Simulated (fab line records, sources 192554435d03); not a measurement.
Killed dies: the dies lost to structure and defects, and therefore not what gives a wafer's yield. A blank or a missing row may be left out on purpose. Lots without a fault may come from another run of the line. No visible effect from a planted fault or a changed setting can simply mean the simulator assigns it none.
A lot that was struck, set against a sound lot -- flow n5-finfet -- 15 steps out of a route of 1938
Sound: the wafers L758.2, L758.4, L758.6. Struck: wafer L767.3. (L767.4 of the same lot was not struck and is left out.) The cause comes at the end.
At each step with rows: each side's tool, then ch and its chambers, then its first start. Under that, the readings that differ: sound wafers -- struck wafers -- difference of the means -- sigmas: that difference in standard deviations of wafers without a fault.
alike: same words and numbers on both sides, and readings whose means sit less than 2 such deviations apart. not compared: any withheld reading, any reading some wafer has no value for, any bound like >300 that may hide the same value, and any number with overlapping values for which the record gives no deviation.
The two part at a step that has a row with sigmas, a row that says differs or no value, or rows on one side only. Non-overlapping numbers with no deviation appear without sigmas and do not part them. Lack of a reading on every wafer of one side parts them only where that side has two or more wafers.

N5_WELL_APT_INSPECT_38: inspects for defects (darkfield).
  sound: defect-inspect-02 at day 2 04:51; struck: defect-inspect-02 at day 4 10:59
  alike: raw-defect-count
N5_PMOS_HMC_CHANNEL_EPI_HM_DEP_34: deposits SiO2 from TEOS/O2, target thk 36 nm, time 6.9 s.
  sound on pecvd-02 ch 0,1, day 2 04:53; struck on pecvd-03 ch 1, day 4 11:02
  alike: heater-power-w, showerhead-plenum-p-Torr, susceptor-temp-C, throttle-valve-pct
then, 7 steps without rows for these wafers: N5_PMOS_HMC_CHANNEL_EPI_COAT_31 (time 60 s, resist thk 66 nm); N5_PMOS_HMC_CHANNEL_EPI_COAT_03 (resist thk 205 nm); N5_PMOS_HMC_CHANNEL_EPI_EBR_05; N5_PMOS_HMC_CHANNEL_EPI_SOFTBAKE_04 (time 60 s); N5_PMOS_HMC_CHANNEL_EPI_EXPOSE_06 (exposes mask PMOS HMC BLK, target cd 240 nm); N5_PMOS_HMC_CHANNEL_EPI_PEB_07 (peb time 60 s); N5_PMOS_HMC_CHANNEL_EPI_DEVELOP_08 (develop time 30 s).
N5_PMOS_HMC_CHANNEL_EPI_CD_MEAS_09: the cd target is 237.4 nm.
  sound on cd-sem-03 ch 0, day 2 05:18; struck on cd-sem-01 ch 0, day 4 11:19
  alike: cd-nm
N5_PMOS_HMC_CHANNEL_EPI_OVL_MEAS_10:
  sound on overlay-01 ch 0, day 2 05:19; struck on overlay-02 ch 0, day 4 11:20
  alike: PMOS_HMC_BLK_OVL
N5_PMOS_HMC_CHANNEL_EPI_INSPECT_11: inspects for defects (macro).
  sound: defect-inspect-01 at day 2 05:21; struck: defect-inspect-02 at day 4 11:22
  alike: raw-defect-count
N5_PMOS_HMC_CHANNEL_EPI_DESCUM_14: chemistry O2, time 7.9 s.
  sound on rie-diel-05 ch 0,1,2, day 2 05:23; struck on rie-diel-03 ch 3, day 4 11:24
reading,sound,struck,difference,sigmas
model.CAR-ArF-block_of_PMOS_HMC_CHANNEL_EPI_COAT_03.thk-nm (nm),198.5 198.2 198.8,199.9,+1.4,
  alike: drypump-motor-current-A, oes-product-au, rf-vpp-V, showerhead-plenum-p-Torr, throttle-valve-pct
  not compared: rf-hours-counter-h
N5_PMOS_HMC_CHANNEL_EPI_ETCH_32: etches BARC in N2/H2, stops on SiO2, target depth 85.8 nm, time 50.3 s.
  sound on rie-diel-05 ch 0,1,2, day 2 05:25; struck on rie-diel-03 ch 3, day 4 11:26
  alike: drypump-motor-current-A, oes-product-au, rf-vpp-V, showerhead-plenum-p-Torr, throttle-valve-pct
  not compared: rf-hours-counter-h
-- a jump in the record: the struck wafers' starts before and after are 6 days apart (it breaks off in module PMOS_HMC_CHANNEL_EPI and resumes in module BEOL_M4, where the first step shown is number 1111 of the route) --
N5_BEOL_M4_RC_MEAS_101:
  sound on prober-02 ch 0, day 8 11:48; struck on prober-01 ch 0, day 10 22:13
reading,sound,struck,difference,sigmas
VT_P (mV),-252 -248 -250,-243,+7,+2
  alike: DIBL_N, DIBL_P, IOFF_N, IOFF_P, ION_N, ION_P, SS_N, SS_P, VT_N

WHERE THEY PART
Only at N5_BEOL_M4_RC_MEAS_101, within this record.

WHY: whatever the simulator had introduced
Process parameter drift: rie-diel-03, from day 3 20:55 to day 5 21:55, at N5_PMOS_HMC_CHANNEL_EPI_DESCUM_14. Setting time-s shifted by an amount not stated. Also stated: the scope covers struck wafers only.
